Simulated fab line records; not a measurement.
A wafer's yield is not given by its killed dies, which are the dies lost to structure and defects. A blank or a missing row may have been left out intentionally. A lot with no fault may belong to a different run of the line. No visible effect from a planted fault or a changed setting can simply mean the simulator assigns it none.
Comparing a struck lot with a sound one | flow nand-harc | 38 out of 1159 route steps
Sound: these wafers, L877.1, L877.2, L877.6. Struck: wafer L887.1. (L887.2, L887.6 of the same lot were not struck and are left out.) The cause comes at the end.
Per side, at each step with rows, come the tool, then ch with its chambers, and then its first start. Under that, the readings that differ: sound wafers | struck wafers | difference of the means | sigmas: that difference in standard deviations of wafers without a fault.
alike: a reading whose means differ by less than 2 such deviations, as well as words and numbers matching on both sides. not compared: withheld readings; readings where some wafer has no value; bounds like >300 that might hide an equal value; numbers whose values overlap and for which the record gives no deviation.
Wherever a step has rows on one side only, a row that says differs or no value, or a row with sigmas, the two part there. Numbers that have no deviation but don't overlap get no sigmas and don't part them. A reading missing from all wafers of one side parts the sides only when that side holds two or more wafers.

first, 7 steps without rows for these wafers: NHARC_A_STAIRCASE_COAT_435; NHARC_A_STAIRCASE_SOFTBAKE_436 (time 170 s); NHARC_A_STAIRCASE_EBR_437; NHARC_A_STAIRCASE_EXPOSE_438 (exposes mask STAIR REV); NHARC_A_STAIRCASE_PEB_439 (peb time 130 s); NHARC_A_STAIRCASE_DEVELOP_440 (time 140 s); NHARC_A_STAIRCASE_HARDBAKE_442 (time 140 s).
NHARC_A_STAIRCASE_DESCUM_443: chemistry O2, time 3 s.
  sound on rie-diel-01 ch 0,1,3, day 14 02:07; struck on rie-diel-08 ch 0, day 17 03:20
  alike: drypump-motor-current-A, oes-product-au, rf-vpp-V, showerhead-plenum-p-Torr, throttle-valve-pct
  not compared: rf-hours-counter-h
then, 2 steps without rows for these wafers: NHARC_A_STAIRCASE_ETCH_444 (etches the open film in C4F8/O2, target depth 10200 nm, time 3400 s); NHARC_A_STAIRCASE_STRIP_446 (strips in O2).
NHARC_A_STAIRCASE_STRIP_447: strips in SPM, time 900 s.
  sound on wet-bench-04 ch 0,3,5, day 14 06:50; struck on wet-bench-09 ch 2,5,7, day 17 06:08
then, 2 steps without rows for these wafers: NHARC_A_STAIRCASE_PRECLEAN_448 (cleans in SC1); NHARC_A_STAIRCASE_SRD_449.
NHARC_A_STAIRCASE_CMP_450: polishes SiO2, target thk 200 nm.
  sound on cmp-03 ch 2,3, day 14 07:18; struck on cmp-03 ch 3, day 17 06:35
  alike: motor-current-A
then, 3 steps without rows for these wafers: NHARC_A_STAIRCASE_CMP_152 (polishes); NHARC_A_STAIRCASE_SRD_154; NHARC_A_STAIRCASE_ETCH_403 (etches SiO2 in dHF, target depth 108.2 nm).
NHARC_A_STAIRCASE_ETCHBACK_422: etches the open film in CH3F/O2, target depth 40 nm, time 74.286 s.
  sound on rie-diel-04 ch 0,1,3, day 14 07:52; struck on rie-diel-08 ch 0, day 17 07:10
  reading                | sound                | struck | difference | sigmas
  rf-vpp-V (V)           | 245.6 243.6 242.9    | 240.3  | -3.7       | -2
  throttle-valve-pct (%) | 20.660 20.679 20.672 | 20.644 | -0.026     | -3
  alike: ch3f-flow-sccm, drypump-motor-current-A, oes-product-au, showerhead-plenum-p-Torr
  not compared: rf-hours-counter-h
then, 1 step without rows for these wafers: NHARC_A_STAIRCASE_ETCH_423 (etches SiO2 in dHF, target depth 30 nm).
NHARC_A_STAIRCASE_ETCHBACK_157: etches the open film in CH3F/O2, target depth 90 nm, time 167.14 s.
  sound on rie-diel-08 ch 0,3, day 14 08:13; struck on rie-diel-08 ch 0, day 17 07:31
  reading                | sound                | struck | difference | sigmas
  throttle-valve-pct (%) | 20.673 20.664 20.677 | 20.651 | -0.020     | -2
  alike: ch3f-flow-sccm, drypump-motor-current-A, oes-product-au, rf-vpp-V, showerhead-plenum-p-Torr
  not compared: rf-hours-counter-h
NHARC_A_STAIRCASE_STRIP_475: strips in O2, time 20 s.
  sound on rie-diel-08 ch 0,1,3; struck on rie-diel-08 ch 3
  alike: drypump-motor-current-A, oes-product-au, rf-vpp-V, showerhead-plenum-p-Torr, throttle-valve-pct
  not compared: rf-hours-counter-h
then, 14 steps without rows for these wafers: NHARC_A_STAIRCASE_DEP_471 (deposits SiO2, target thk 100 nm); NHARC_A_STAIRCASE_CMP_472 (polishes SiO2); NHARC_A_STAIRCASE_SRD_474; NHARC_A_SGD_CUT_DEP_00 (deposits SiNx, target thk 50 nm); NHARC_A_SGD_CUT_DEHYDRATE_01 (time 120 s); NHARC_A_SGD_CUT_HMDS_02 (time 30 s); NHARC_A_SGD_CUT_COAT_56 (time 75 s); NHARC_A_SGD_CUT_COAT_57 (time 65 s); NHARC_A_SGD_CUT_COAT_03 (resist thk 90 nm); NHARC_A_SGD_CUT_SOFTBAKE_04 (time 55 s); NHARC_A_SGD_CUT_EBR_05; NHARC_A_SGD_CUT_EXPOSE_06 (exposes mask SGD); NHARC_A_SGD_CUT_PEB_07 (peb time 65 s); NHARC_A_SGD_CUT_DEVELOP_08 (develop time 35 s).
NHARC_A_SGD_CUT_CD_MEAS_09: the cd target is 100 nm.
  sound on cd-sem-02 ch 0, day 14 09:58; struck on cd-sem-01 ch 0, day 17 09:05
  reading    | sound          | struck | difference | sigmas
  cd-nm (nm) | 99.7 99.3 99.5 | 100.4  | +0.9       | +2
NHARC_A_SGD_CUT_OVL_MEAS_10:
  sound on overlay-01 at day 14 10:02; struck on overlay-01 at day 17 09:11
  alike: overlay-x-nm, overlay-y-nm
-- the record jumps here: 6 days lie between the struck wafers' starts before and after (it left off in module A_SGD_CUT and takes up again in module END, whose first step shown is number 1159 of the route) --
NHARC_END_SORT_01:
  here the record holds rows for the struck wafers (prober-01 ch 0, day 23 06:26) but none for the sound ones

## WHERE THEY PART
At NHARC_A_STAIRCASE_ETCHBACK_422 first; at NHARC_END_SORT_01 last (within this record only).

WHY: whatever the simulator had introduced
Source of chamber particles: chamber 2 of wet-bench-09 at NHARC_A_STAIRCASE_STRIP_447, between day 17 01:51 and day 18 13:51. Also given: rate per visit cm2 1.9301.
